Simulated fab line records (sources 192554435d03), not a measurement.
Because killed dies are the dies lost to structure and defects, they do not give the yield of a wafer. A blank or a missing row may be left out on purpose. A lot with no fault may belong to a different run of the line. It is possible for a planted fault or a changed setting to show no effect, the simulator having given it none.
fab line records	flow n5_finfet
[record] lots = 7	wafers = 21
route steps=1938 shown BEOL_M11@1565 BEOL_M12@1605 BEOL_M13@1665 BEOL_M15@1776
start_h: hours from the record's first day to the start of the lot's first wafer shown	wait_h: how many hours have passed since the lot's step before this one	" the same as in the row above	L1.1+2: a single row standing in for several wafers	- value missing, or start not given	* or withheld: withheld	< > ~ a bound
route shown NAME@n: NAME is a module with steps in the file, n the number in the route of the first one	usual: mean and standard deviation over wafers with no fault	same: alike in all rows	chamber/n: place in a boat	sites: the reading at each site	_std_site: standard deviation across them	_edge_site: mean of outer sites minus mean of inner sites	radius_mm: how far each site lies from the wafer's centre	mask NAME#n: copy n	behind: the most recent tool/chamber to have shaped the wafer	hold: the reason the lot was held/the length of the hold in hours/how it ended	device: names the non-switching transistor (n, p or np)	end of line: at the end of the route, the tests of the same wafers	for a step that has no rows: nothing shown but its recipe	killed: at the first sort, the dies lost to defects and structure; wafer yield is something else	map: per-die view of a wafer (x killed, . not killed, _ where there is no die)
set.NAME: the setting that was run; set.NAME@STEP: the one run at that earlier step	model.NAME: the simulator's own value behind a step, which no gauge read
lots run with intentionally changed settings; tables by step, rows by wafer
[[steps]]
[step N5_BEOL_M11_EXPOSE_25]
[recipe] mask_id = V10	na = 1.35	source_shape = annular	sigma_inner = 0.5	sigma_outer = 0.8	polarization = unpolarized	dose_mj = 85.5
lot.wafer	tool	chamber	start_h	wait_h	mask	set.dose_mj
L074.1+2	arfi_scanner-02	0	234.57	-	V10#0	85.5
L074.5	"	0	"	"	V10#0	80.72
L079.1+3+4	arfi_scanner-01	0	246.40	-	V10#0	80.45
L087.1+4+6	arfi_scanner-02	0	316.39	-	V10#0	85.5
L088.3+5	arfi_scanner-02	0	322.38	-	V10#0	85.5
L088.4	"	0	"	"	V10#0	79.58
L089.3	arfi_scanner-03	0	322.55	-	V10#0	85.5
L089.5+6	"	0	"	"	V10#0	79.94
L094.1+2	arfi_scanner-01	0	346.69	-	V10#0	91.15
L094.4	"	0	"	"	V10#0	85.5
L097.1	arfi_scanner-01	0	379.23	-	V10#0	85.5
L097.2+6	"	0	"	"	V10#0	90.27
[step N5_BEOL_M11_PEB_26]
[recipe] peb_temp_c = withheld	peb_time_s = 60	resist = CAR-ArF
[step N5_BEOL_M11_DEVELOP_27]
[recipe] develop_time_s = 30	developer = TMAH	resist = CAR-ArF	rinse_liquid = diw	dry = air_spin	dev_temp_c = 23
[step N5_BEOL_M11_CD_MEAS_28]
[recipe] target_cd_nm = 70	landing_energy_ev = 500	detector = se_inlens	polarity = opening
[usual] cd_nm = 70.2/0.97
lot.wafer	tool	chamber	start_h	wait_h	set.dose_mj@BEOL_M11_EXPOSE_25	cd_nm
L074.1	cd_sem-01	0	234.70	-	85.5	71.8
L074.2	"	0	"	"	85.5	69.7
L074.5	"	0	"	"	80.72	65.7
L079.1	cd_sem-01	0	246.53	-	80.45	64.4
L079.3	"	0	"	"	80.45	65.2
L079.4	"	0	"	"	80.45	63.8
L087.1	cd_sem-03	0	316.52	-	85.5	69.3
L087.4	"	0	"	"	85.5	70.2
L087.6	"	0	"	"	85.5	69.3
L088.3	cd_sem-03	0	322.50	-	85.5	71.6
L088.4	"	0	"	"	79.58	66.7
L088.5	"	0	"	"	85.5	70.7
L089.3	cd_sem-02	0	322.67	-	85.5	68.8
L089.5	"	0	"	"	79.94	63.1
L089.6	"	0	"	"	79.94	63.9
L094.1	cd_sem-02	0	346.82	-	91.15	75.7
L094.2	"	0	"	"	91.15	75.4
L094.4	"	0	"	"	85.5	69.0
L097.1	cd_sem-03	0	379.37	-	85.5	70.0
L097.2	"	0	"	"	90.27	76.7
L097.6	"	0	"	"	90.27	75.2
[step N5_BEOL_M11_VIA_ETCH_34]
[recipe] chemistry = C4F6/O2	target = SiCOH_lowk	target_depth_a = 1845	mask_material = SOC	taper_deg = 4	time_s = 69.2	ion_energy_ev = 250	pressure_mtorr = 30	source_w = 345	bias_w = 185	Ar_flow_sccm = 300	C4F6_flow_sccm = 10	O2_flow_sccm = 10
lot.wafer	tool	chamber	start_h	wait_h	set.time_s	model.etch.depth_nm	model.SOC_of_BEOL_M11_COAT_63.thk_nm
L074.1	rie_diel-03	1	235.00	0.0	69.2	187.1	91.8
L074.2	"	2	"	"	69.2	188.2	91.4
L074.5	"	3	"	"	69.2	180.5	92
L079.1	rie_diel-04	1	246.89	0.0	82.49	221.1	90.4
L079.3	"	2	"	"	69.2	184.4	92.2
L079.4	"	3	"	"	69.2	185.9	92
L087.1	rie_diel-01	3	316.82	0.0	69.2	181.5	91.8
L087.4	"	1	"	"	69.2	183.4	91.6
L087.6	"	3	"	"	69.2	181.9	91.4
L088.3	rie_diel-04	3	322.80	0.0	69.2	181.9	91.8
L088.4	"	1	"	"	82.76	220.4	90
L088.5	"	2	"	"	82.76	218.2	90.2
L089.3	rie_diel-01	1	322.97	0.0	69.2	184.3	91.8
L089.5	"	1	"	"	69.2	183.9	91.6
L089.6	"	2	"	"	69.2	182.3	91.4
L094.1	rie_diel-04	1	347.12	0.0	84.39	223.8	90
L094.2	"	0	"	"	69.2	193.1	92
L094.4	"	0	"	"	84.39	234.9	90.2
L097.1	rie_diel-03	3	379.66	0.0	69.2	188.7	91.8
L097.2	"	1	"	"	69.2	191.2	91.8
L097.6	"	0	"	"	69.2	192.5	91.2
[step N5_BEOL_M12_COAT_04]
[recipe] spin_rpm = 1625	resist_thk_nm = 400
lot.wafer	tool	chamber	start_h	wait_h	set.spin_rpm	model.coat_of_BEOL_M12_COAT_04.thk_nm
L074.1	litho_track-01	0	-	-	1458	419.4
L074.2	"	0	"	"	1458	420.8
L074.5	"	0	"	"	1458	421.4
L079.1	litho_track-01	0	-	-	1625	397.8
L079.3	"	0	"	"	1625	398
L079.4	"	0	"	"	1708	388
L087.1	litho_track-04	0	-	-	1625	401.8
L087.4	"	0	"	"	1625	400
L087.6	"	0	"	"	1625	401
L088.3	litho_track-04	0	-	-	1625	399.4
L088.4	"	0	"	"	1625	399
L088.5	"	0	"	"	1625	400.4
L089.3	litho_track-02	0	-	-	1777	382.2
L089.5	"	0	"	"	1777	381
L089.6	"	0	"	"	1625	400
L094.1	litho_track-04	0	-	-	1760	385.2
L094.2	"	0	"	"	1625	401
L094.4	"	0	"	"	1625	400.8
L097.1	litho_track-01	0	-	-	1625	400.2
L097.2	"	0	"	"	1625	399
L097.6	"	0	"	"	1625	399.8
[step N5_BEOL_M12_PEB_08]
[recipe] peb_temp_c = 130	peb_time_s = 90
lot.wafer	tool	chamber	start_h	wait_h	set.peb_time_s
L074.1+2+5	litho_track-01	0	238.32	0.1	90
L079.1	litho_track-04	0	251.46	0.1	104.6
L079.3+4	"	0	"	"	90
L087.1+4+6	litho_track-04	0	322.00	0.1	90
L088.3+4+5	litho_track-04	0	326.62	0.0	90
L089.3+5	litho_track-04	0	326.77	0.0	90
L089.6	"	0	"	"	102.9
L094.1+4	litho_track-01	0	350.86	0.1	78.31
L094.2	"	0	"	"	90
L097.1+2	litho_track-04	0	383.45	0.1	90
L097.6	"	0	"	"	105
[step N5_BEOL_M12_DEVELOP_09]
[recipe] develop_time_s = 45	rinse_liquid = diw	dry = air_spin	dev_temp_c = 21
[step N5_BEOL_M12_HARDBAKE_14]
[recipe] temp_c = 130	time_s = 120
[step N5_BEOL_M12_DESCUM_15]
[recipe] chemistry = O2	time_s = 7.9	source_power_w = 50	bias_power_w = 20	pressure_mtorr = 20	rf_frequency_hz = 2.712e+07	temp_c = 40	o2_flow_sccm = 225
[step N5_BEOL_M12_ETCH_59]
[recipe] chemistry = N2/H2	target = BARC	target_depth_a = 890	overetch_a = 267	time_s = 67.9	ion_energy_ev = 200	pressure_mtorr = 30	source_w = 840	bias_w = 150	n2_flow_sccm = 200	h2_flow_sccm = 200
lot.wafer	tool	chamber	start_h	wait_h	set.spin_rpm@BEOL_M12_COAT_04	model.coat_of_BEOL_M12_COAT_04.thk_nm
L074.1	rie_diel-05	2	238.57	0.0	1458	339.2
L074.2	"	1	"	"	1458	338.6
L074.5	"	2	"	"	1458	342
L079.1	rie_diel-06	1	251.76	0.0	1625	312.2
L079.3	"	3	"	"	1625	318.8
L079.4	"	0	"	"	1708	305.2
L087.1	rie_diel-05	2	322.24	0.0	1625	321.8
L087.4	"	3	"	"	1625	318.6
L087.6	"	2	"	"	1625	321.2
L088.3	rie_diel-05	3	326.86	0.0	1625	318.4
L088.4	"	3	"	"	1625	318
L088.5	"	0	"	"	1625	321.2
L089.3	rie_diel-02	0	327.02	0.0	1777	298.8
L089.5	"	2	"	"	1777	300.6
L089.6	"	1	"	"	1625	317.8
L094.1	rie_diel-02	0	351.10	0.0	1760	301.2
L094.2	"	1	"	"	1625	319
L094.4	"	3	"	"	1625	317.8
L097.1	rie_diel-06	0	383.69	0.0	1625	317.6
L097.2	"	2	"	"	1625	315
L097.6	"	3	"	"	1625	316.6
[step N5_BEOL_M12_VIA_ETCH_16]
[recipe] chemistry = C4F8/O2/Ar	target = SiOC	pressure_mtorr = 30	source_w = 3000	bias_w = 700	Ar_flow_sccm = 400	C4F8_flow_sccm = 15	O2_flow_sccm = 8	he_inner_torr = 15	he_outer_torr = 30	target_depth_a = 7248	time_s = withheld	ion_energy_ev = 250	ends = cleared
[step N5_BEOL_M12_STRIP_63]
[recipe] chemistry = N2/H2	power_w = 1000	temp_c = 250	h2_frac = 0.65	overash_fraction = 0.3	pressure_mtorr = 1000	n2_flow_sccm = 1750	h2_flow_sccm = 3250
[usual] strip_time_to_endpoint_s = 42.2/0.99
lot.wafer	tool	chamber	start_h	wait_h	set.spin_rpm@BEOL_M12_COAT_04	strip_time_to_endpoint_s
L074.1	plasma_asher-02	1	238.82	-	1458	48.3
L074.2	"	0	"	"	1458	48.6
L074.5	"	0	"	"	1458	47.5
L079.1	plasma_asher-02	0	252.01	-	1625	41.1
L079.3	"	1	"	"	1625	42.5
L079.4	"	0	"	"	1708	37.9
L087.1	plasma_asher-02	1	322.49	-	1625	44.0
L087.4	"	0	"	"	1625	42.6
L087.6	"	1	"	"	1625	43.4
L088.3	plasma_asher-01	0	327.13	-	1625	43.2
L088.4	"	1	"	"	1625	42.5
L088.5	"	1	"	"	1625	43.8
L089.3	plasma_asher-01	1	327.29	-	1777	37.9
L089.5	"	1	"	"	1777	37.0
L089.6	"	0	"	"	1625	40.9
L094.1	plasma_asher-01	1	351.36	-	1760	37.8
L094.2	"	0	"	"	1625	43.1
L094.4	"	0	"	"	1625	42.7
L097.1	plasma_asher-02	0	383.94	-	1625	42.6
L097.2	"	1	"	"	1625	42.4
L097.6	"	1	"	"	1625	42.4
[step N5_BEOL_M13_EXPOSE_07]
[recipe] mask_id = V12	na = 0.93	source_shape = conventional	sigma_outer = 0.6	polarization = unpolarized	attpsm_phase_deg = 180	dose_mj = 24.8
lot.wafer	tool	chamber	start_h	wait_h	mask	set.dose_mj
L074.1+2+5	krf_scanner-02	0	244.34	-	V12#0	24.8
L079.1	krf_scanner-02	0	258.03	-	V12#0	24.8
L079.3+4	"	0	"	"	V12#0	23.99
L087.1+4+6	krf_scanner-02	0	326.08	-	V12#0	24.8
L089.3+5	krf_scanner-02	0	332.14	-	V12#0	23.29
L089.6	"	0	"	"	V12#0	24.8
L088.3+5	krf_scanner-02	0	333.16	-	V12#0	25.35
L088.4	"	0	"	"	V12#0	24.8
L094.1+2+4	krf_scanner-02	0	355.44	-	V12#0	24.27
L097.1+6	krf_scanner-02	0	392.42	-	V12#0	23.65
L097.2	"	0	"	"	V12#0	24.8
[step N5_BEOL_M13_PEB_08]
[recipe] peb_temp_c = 130	peb_time_s = 90
[step N5_BEOL_M13_DEVELOP_09]
[recipe] develop_time_s = 45	rinse_liquid = diw	dry = air_spin	dev_temp_c = 21
[step N5_BEOL_M13_HARDBAKE_14]
[recipe] temp_c = 130	time_s = 120
[step N5_BEOL_M13_CD_MEAS_10]
[recipe] target_cd_nm = 190	landing_energy_ev = 500	detector = se_inlens	polarity = opening
[usual] cd_nm = 189.8/1.8
lot.wafer	tool	chamber	start_h	wait_h	set.dose_mj@BEOL_M13_EXPOSE_07	cd_nm
L074.1	cd_sem-03	0	244.51	-	24.8	189.7
L074.2	"	0	"	"	24.8	188.5
L074.5	"	0	"	"	24.8	189.3
L079.1	cd_sem-02	0	258.20	-	24.8	192.0
L079.3	"	0	"	"	23.99	188.8
L079.4	"	0	"	"	23.99	186.6
L087.1	cd_sem-01	0	326.25	-	24.8	191.5
L087.4	"	0	"	"	24.8	191.1
L087.6	"	0	"	"	24.8	190.3
L089.3	cd_sem-01	0	332.30	-	23.29	181.1
L089.5	"	0	"	"	23.29	181.5
L089.6	"	0	"	"	24.8	190.2
L088.3	cd_sem-01	0	333.33	-	25.35	190.6
L088.4	"	0	"	"	24.8	189.2
L088.5	"	0	"	"	25.35	190.6
L094.1	cd_sem-03	0	355.61	-	24.27	188.7
L094.2	"	0	"	"	24.27	188.7
L094.4	"	0	"	"	24.27	187.5
L097.1	cd_sem-03	0	392.59	-	23.65	183.0
L097.2	"	0	"	"	24.8	190.5
L097.6	"	0	"	"	23.65	183.2
[step N5_BEOL_M13_ETCH_59]
[recipe] chemistry = N2/H2	target = BARC	target_depth_a = 890	overetch_a = 267	time_s = 67.9	ion_energy_ev = 200	pressure_mtorr = 30	source_w = 840	bias_w = 150	n2_flow_sccm = 200	h2_flow_sccm = 200
lot.wafer	tool	chamber	start_h	wait_h	set.time_s	model.coat_of_BEOL_M13_COAT_04.thk_nm
L074.1	rie_diel-04	1	244.63	0.0	67.9	317
L074.2	"	2	"	"	67.9	317.4
L074.5	"	3	"	"	73.68	310
L079.1	rie_diel-03	3	258.51	0.0	67.9	319.2
L079.3	"	2	"	"	54.59	330.2
L079.4	"	1	"	"	67.9	316.2
L087.1	rie_diel-04	3	326.38	0.0	67.9	315.6
L087.4	"	0	"	"	67.9	313.2
L087.6	"	2	"	"	67.9	317.8
L089.3	rie_diel-01	1	332.42	0.0	67.9	317.2
L089.5	"	0	"	"	58.15	328.6
L089.6	"	1	"	"	58.15	327.4
L088.3	rie_diel-03	3	333.45	0.0	67.9	314.8
L088.4	"	2	"	"	64	320.8
L088.5	"	3	"	"	64	319.4
L094.1	rie_diel-01	0	355.82	0.0	67.9	317.8
L094.2	"	1	"	"	67.9	315.6
L094.4	"	3	"	"	53.84	329.8
L097.1	rie_diel-01	3	392.71	0.0	53.55	331.4
L097.2	"	1	"	"	67.9	316.6
L097.6	"	3	"	"	67.9	318
[step N5_BEOL_M13_VIA_ETCH_16]
[recipe] chemistry = C4F8/O2/Ar	target = SiOC	pressure_mtorr = 30	source_w = 3000	bias_w = 700	Ar_flow_sccm = 400	C4F8_flow_sccm = 15	O2_flow_sccm = 8	he_inner_torr = 15	he_outer_torr = 30	target_depth_a = 9217	time_s = withheld	ion_energy_ev = 250	ends = cleared
lot.wafer	tool	chamber	start_h	wait_h	set.time_s@BEOL_M13_ETCH_59	model.coat_of_BEOL_M13_COAT_04.thk_nm
L074.1	rie_diel-04	1	244.68	0.0	*	71.2
L074.2	"	2	"	"	*	69.2
L074.5	"	3	"	"	*	63.2
L079.1	rie_diel-03	3	258.56	0.0	*	69
L079.3	"	2	"	"	*	80.2
L079.4	"	1	"	"	*	63
L087.1	rie_diel-04	3	326.43	0.0	*	72.6
L087.4	"	0	"	"	*	66.2
L087.6	"	2	"	"	*	70.2
L089.3	rie_diel-01	1	332.48	0.0	*	70.2
L089.5	"	0	"	"	*	81.8
L089.6	"	1	"	"	*	75.4
L088.3	rie_diel-03	3	333.50	0.0	*	76.4
L088.4	"	2	"	"	*	72
L088.5	"	3	"	"	*	77.4
L094.1	rie_diel-01	0	355.87	0.0	*	78.8
L094.2	"	1	"	"	*	75.8
L094.4	"	3	"	"	*	86.2
L097.1	rie_diel-01	3	392.76	0.0	*	86
L097.2	"	1	"	"	*	72.6
L097.6	"	3	"	"	*	71.2
[step N5_BEOL_M13_STRIP_63]
[recipe] chemistry = N2/H2	power_w = 1000	temp_c = 250	h2_frac = 0.65	overash_fraction = 0.3	pressure_mtorr = 1000	n2_flow_sccm = 1750	h2_flow_sccm = 3250
[usual] strip_time_to_endpoint_s = 27.5/1.2
lot.wafer	tool	chamber	start_h	wait_h	set.time_s@BEOL_M13_ETCH_59	strip_time_to_endpoint_s
L074.1	plasma_asher-02	0	244.92	-	67.9	28.0
L074.2	"	1	"	"	67.9	27.4
L074.5	"	1	"	"	73.68	25.6
L079.1	plasma_asher-01	0	258.80	-	67.9	27.3
L079.3	"	1	"	"	54.59	30.6
L079.4	"	0	"	"	67.9	25.6
L087.1	plasma_asher-01	0	326.67	-	67.9	28.4
L087.4	"	0	"	"	67.9	26.5
L087.6	"	0	"	"	67.9	27.7
L089.3	plasma_asher-01	1	332.73	-	67.9	27.7
L089.5	"	0	"	"	58.15	31.1
L089.6	"	1	"	"	58.15	29.2
L088.3	plasma_asher-01	0	333.75	-	67.9	29.5
L088.4	"	1	"	"	64	28.2
L088.5	"	1	"	"	64	29.8
L094.1	plasma_asher-02	0	356.11	-	67.9	30.2
L094.2	"	1	"	"	67.9	29.4
L094.4	"	0	"	"	53.84	32.3
L097.1	plasma_asher-01	1	393.00	-	53.55	32.3
L097.2	"	0	"	"	67.9	28.4
L097.6	"	1	"	"	67.9	28.0
[step N5_BEOL_M13_STRIP_64]
[recipe] chemistry = N2/H2	power_w = 1000	temp_c = 250	h2_frac = 0.65	overash_fraction = 0.3	pressure_mtorr = withheld	n2_flow_sccm = 1750	h2_flow_sccm = 3250
[step N5_BEOL_M13_STRIP_71]
[recipe] chemistry = post_etch_residue_remover	time_s = 60	temp_c = 25	remover_ph = withheld	remover_water_wt_pct = withheld	remover_fluoride_wt_pct = withheld
[step N5_BEOL_M13_SRD_72]
[recipe] time_s = 30	temp_c = 23	rinse_liquid = diw	dry = n2_spin	spin_rpm = 1500	dry_time_s = 30
[step N5_BEOL_M13_CD_MEAS_17]
[recipe] target_cd_nm = 190	polarity = opening
[usual] cd_nm = 190.2/2
lot.wafer	tool	chamber	start_h	wait_h	set.dose_mj@BEOL_M13_EXPOSE_07	cd_nm
L074.1	cd_sem-03	-	245.13	0.0	24.8	190.3
L074.2	"	-	"	"	24.8	190.4
L074.5	"	-	"	"	24.8	192.2
L079.1	cd_sem-03	-	259.01	0.0	24.8	192.7
L079.3	"	-	"	"	23.99	188.1
L079.4	"	-	"	"	23.99	188.6
L087.1	cd_sem-02	-	326.88	0.0	24.8	192.6
L087.4	"	-	"	"	24.8	192.8
L087.6	"	-	"	"	24.8	191.3
L089.3	cd_sem-03	-	332.92	0.0	23.29	182.4
L089.5	"	-	"	"	23.29	179.6
L089.6	"	-	"	"	24.8	188.9
L088.3	cd_sem-02	-	333.95	0.0	25.35	189.8
L088.4	"	-	"	"	24.8	188.9
L088.5	"	-	"	"	25.35	190.2
L094.1	cd_sem-03	-	356.31	0.0	24.27	188.7
L094.2	"	-	"	"	24.27	188.7
L094.4	"	-	"	"	24.27	184.0
L097.1	cd_sem-02	-	393.20	0.0	23.65	180.6
L097.2	"	-	"	"	24.8	191.6
L097.6	"	-	"	"	23.65	184.3
[step N5_BEOL_M15_COAT_04]
[recipe] spin_rpm = 1704	resist_thk_nm = 800
lot.wafer	tool	chamber	start_h	wait_h	set.spin_rpm	model.coat_of_BEOL_M15_COAT_04.thk_nm
L074.1	litho_track-04	0	-	-	1704	804.8
L074.2	"	0	"	"	1893	763
L074.5	"	0	"	"	1704	806.8
L079.1	litho_track-05	0	-	-	1704	803.4
L079.3	"	0	"	"	1704	804.2
L079.4	"	0	"	"	1704	804
L087.1	litho_track-02	0	-	-	1704	800.2
L087.4	"	0	"	"	1704	799.8
L087.6	"	0	"	"	1704	802.8
L089.3	litho_track-05	0	-	-	1834	772.8
L089.5	"	0	"	"	1704	801.4
L089.6	"	0	"	"	1834	770.4
L088.3	litho_track-02	0	-	-	1790	776.4
L088.4	"	0	"	"	1704	798
L088.5	"	0	"	"	1704	797.4
L094.1	litho_track-02	0	-	-	1704	797.2
L094.2	"	0	"	"	1584	826
L094.4	"	0	"	"	1704	796.8
L097.1	litho_track-04	0	-	-	1704	802.2
L097.2	"	0	"	"	1872	764.4
L097.6	"	0	"	"	1872	764.8
[step N5_BEOL_M15_EXPOSE_07]
[recipe] mask_id = V14	na = 0.8	source_shape = annular	sigma_inner = 0.5	sigma_outer = 0.8	polarization = unpolarized	attpsm_phase_deg = 180	dose_mj = 41.25
lot.wafer	tool	chamber	start_h	wait_h	mask	set.dose_mj
L074.1+2+5	krf_scanner-01	0	253.32	-	V14#0	41.25
L079.1+3	krf_scanner-02	0	266.57	-	V14#0	41.25
L079.4	"	0	"	"	V14#0	40.09
L087.1+4+6	krf_scanner-01	0	341.18	-	V14#0	41.25
L089.3	krf_scanner-01	0	344.42	-	V14#0	42.47
L089.5+6	"	0	"	"	V14#0	41.25
L088.3+4	krf_scanner-02	0	344.78	-	V14#0	40.19
L088.5	"	0	"	"	V14#0	41.25
L094.1+2	krf_scanner-01	0	370.81	-	V14#0	41.25
L094.4	"	0	"	"	V14#0	42.06
L097.1+2	krf_scanner-01	0	407.41	-	V14#0	41.25
L097.6	"	0	"	"	V14#0	39.19
[step N5_BEOL_M15_PEB_08]
[recipe] peb_temp_c = 130	peb_time_s = 90
[step N5_BEOL_M15_DEVELOP_09]
[recipe] develop_time_s = 45	rinse_liquid = diw	dry = air_spin	dev_temp_c = 21
[step N5_BEOL_M15_DESCUM_15]
[recipe] chemistry = O2	time_s = 7.9	source_power_w = 50	bias_power_w = 20	pressure_mtorr = 20	rf_frequency_hz = 2.712e+07	temp_c = 40	o2_flow_sccm = 225
[step N5_BEOL_M15_ETCH_59]
[recipe] chemistry = N2/H2	target = BARC	target_depth_a = 890	overetch_a = 267	time_s = 67.9	ion_energy_ev = 200	pressure_mtorr = 30	source_w = 840	bias_w = 150	n2_flow_sccm = 200	h2_flow_sccm = 200
lot.wafer	tool	chamber	start_h	wait_h	set.spin_rpm@BEOL_M15_COAT_04	model.coat_of_BEOL_M15_COAT_04.thk_nm
L074.1	rie_diel-01	1	253.61	0.0	1704	720.6
L074.2	"	3	"	"	1893	681.4
L074.5	"	2	"	"	1704	724
L079.1	rie_diel-01	0	266.86	0.0	1704	720.8
L079.3	"	3	"	"	1704	722.4
L079.4	"	2	"	"	1704	721.2
L087.1	rie_diel-03	0	341.48	0.0	1704	714.8
L087.4	"	1	"	"	1704	715
L087.6	"	0	"	"	1704	717.8
L089.3	rie_diel-04	2	344.70	0.0	1834	691.2
L089.5	"	2	"	"	1704	719.6
L089.6	"	1	"	"	1834	688.4
L088.3	rie_diel-03	1	345.35	0.0	1790	691.6
L088.4	"	3	"	"	1704	713.6
L088.5	"	3	"	"	1704	712.8
L094.1	rie_diel-01	3	371.11	0.0	1704	717.4
L094.2	"	1	"	"	1584	743.4
L094.4	"	2	"	"	1704	715.6
L097.1	rie_diel-04	0	407.71	0.0	1704	716.8
L097.2	"	3	"	"	1872	678.8
L097.6	"	1	"	"	1872	683.4
[[key]]
[split] step = N5_BEOL_M11_EXPOSE_25	setting = dose_mj	stated = 85.5	by = wafer
[response] step = N5_BEOL_M11_CD_MEAS_28	reading = cd_nm	change = +0.869	per = 1%	r = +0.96
[split] step = N5_BEOL_M11_VIA_ETCH_34	setting = time_s	stated = 69.2	by = wafer
[response] step = N5_BEOL_M11_VIA_ETCH_34	reading = model.etch.depth_nm	change = +1.8	per = 1%	r = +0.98
[response] step = N5_BEOL_M11_VIA_ETCH_34	reading = model.SOC_of_BEOL_M11_COAT_63.thk_nm	change = -0.0872	per = 1%	r = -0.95
[split] step = N5_BEOL_M12_COAT_04	setting = spin_rpm	stated = 1625	by = wafer
[response] step = N5_BEOL_M12_COAT_04	reading = model.coat_of_BEOL_M12_COAT_04.thk_nm	change = -1.93	per = 1%	r = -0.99
[response] step = N5_BEOL_M12_ETCH_59	reading = model.coat_of_BEOL_M12_COAT_04.thk_nm	change = -2	per = 1%	r = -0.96
[response] step = N5_BEOL_M12_STRIP_63	reading = strip_time_to_endpoint_s	change = *	per = 1%	r = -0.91
[split] step = N5_BEOL_M12_PEB_08	setting = peb_time_s	stated = 90	by = wafer
response none clear
[split] step = N5_BEOL_M13_EXPOSE_07	setting = dose_mj	stated = 24.8	by = wafer
[response] step = N5_BEOL_M13_CD_MEAS_10	reading = cd_nm	change = +1.42	per = 1%	r = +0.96
[response] step = N5_BEOL_M13_CD_MEAS_17	reading = cd_nm	change = +1.44	per = 1%	r = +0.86
[split] step = N5_BEOL_M13_ETCH_59	setting = time_s	stated = 67.9	by = wafer
[response] step = N5_BEOL_M13_ETCH_59	reading = model.coat_of_BEOL_M13_COAT_04.thk_nm	change = -0.675	per = 1%	r = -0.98
[response] step = N5_BEOL_M13_VIA_ETCH_16	reading = model.coat_of_BEOL_M13_COAT_04.thk_nm	change = -0.593	per = 1%	r = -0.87
[response] step = N5_BEOL_M13_STRIP_63	reading = strip_time_to_endpoint_s	change = *	per = 1%	r = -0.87
[split] step = N5_BEOL_M15_COAT_04	setting = spin_rpm	stated = 1704	by = wafer
[response] step = N5_BEOL_M15_COAT_04	reading = model.coat_of_BEOL_M15_COAT_04.thk_nm	change = -3.92	per = 1%	r = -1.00
[response] step = N5_BEOL_M15_ETCH_59	reading = model.coat_of_BEOL_M15_COAT_04.thk_nm	change = -3.77	per = 1%	r = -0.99
[split] step = N5_BEOL_M15_EXPOSE_07	setting = dose_mj	stated = 41.25	by = wafer
response none clear
